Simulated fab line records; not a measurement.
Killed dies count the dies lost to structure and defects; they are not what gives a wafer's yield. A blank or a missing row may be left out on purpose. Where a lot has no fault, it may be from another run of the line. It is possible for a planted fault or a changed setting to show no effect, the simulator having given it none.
Chamber matching :: flow nand-harc :: 4 sister chambers for NHARC_P_STI_CMP_21 on cmp-04
The step polishes, t overpolish 20 s, target thk 380.67 nm. 8 wafers are shown with their chamber, then 11 later ones without.

== WAFERS WITH THEIR CHAMBER ==
wafer: L076.2
chamber: 2
motor-current-A (A): 14.1
overpolish-run-s (s): 19.996

wafer: L078.3
chamber: 0
motor-current-A (A): 13.2
overpolish-run-s (s): 19.986

wafer: L078.5
chamber: 2
motor-current-A (A): 13.0
overpolish-run-s (s): 20.003

wafer: L082.3
chamber: 3
motor-current-A (A): 11.8
overpolish-run-s (s): 20.008

wafer: L090.3
chamber: 3
motor-current-A (A): 11.8
overpolish-run-s (s): 20.011

wafer: L090.4
chamber: 0
motor-current-A (A): 13.5
overpolish-run-s (s): 19.990

wafer: L090.6
chamber: 1
motor-current-A (A): 11.0
overpolish-run-s (s): 19.990

wafer: L091.1
chamber: 1
motor-current-A (A): 10.9
overpolish-run-s (s): 20.014

== WAFERS MISSING THEIR CHAMBER ==
wafer: L091.2
motor-current-A (A): 11.3
overpolish-run-s (s): 19.998

wafer: L091.4
motor-current-A (A): 14.1
overpolish-run-s (s): 19.993

wafer: L091.3
motor-current-A (A): 13.6
overpolish-run-s (s): 19.999

wafer: L091.5
motor-current-A (A): 13.9
overpolish-run-s (s): 20.005

wafer: L091.6
motor-current-A (A): 12.1
overpolish-run-s (s): 19.996

wafer: L092.1
motor-current-A (A): 13.5
overpolish-run-s (s): 19.975

wafer: L092.3
motor-current-A (A): 10.8
overpolish-run-s (s): 20.010

wafer: L092.5
motor-current-A (A): 13.9
overpolish-run-s (s): 19.985

wafer: L096.2
motor-current-A (A): 13.7
overpolish-run-s (s): 20.006

wafer: L096.5
motor-current-A (A): 13.4
overpolish-run-s (s): 20.001

wafer: L096.6
motor-current-A (A): 12.1
overpolish-run-s (s): 20.002

== THE CHAMBER EACH PASSED THROUGH ==
wafer: L091.2
from the rows above: can't be placed: 1 or 3
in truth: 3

wafer: L091.4
from the rows above: can't be placed: 2 or 0
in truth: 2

wafer: L091.3
from the rows above: can't be placed: 2 or 0
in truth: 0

wafer: L091.5
from the rows above: can't be placed: 2 or 0
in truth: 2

wafer: L091.6
from the rows above: can't be placed: 3 or 1 or 0 or 2
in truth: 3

wafer: L092.1
from the rows above: can't be placed: 0 or 2
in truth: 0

wafer: L092.3
from the rows above: can't be placed: 1 or 3
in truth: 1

wafer: L092.5
from the rows above: can't be placed: 0 or 2
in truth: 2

wafer: L096.2
from the rows above: can't be placed: 2 or 0
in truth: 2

wafer: L096.5
from the rows above: can't be placed: 2 or 0
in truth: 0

wafer: L096.6
from the rows above: can't be placed: 3 or 1
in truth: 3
Correct placement for 0 of the 11. Can't be placed from these rows: 11 (the true chamber is among the candidates in 11). 0 placed wrongly.
How it was worked out, from the rows above alone: a wafer's distance from a chamber is the root of the sum, over the readings, of the square of ((its reading less the chamber's mean) divided by the reading's scatter). The wafer belongs to the nearest chamber; if the next one is less than 2 further off, it can't be placed. Each chamber's mean is taken over the wafers shown for it. The scatter: take each reading less its chamber's mean, square it, sum over the shown wafers, divide by the number of wafers less the number of chambers, and take the root.
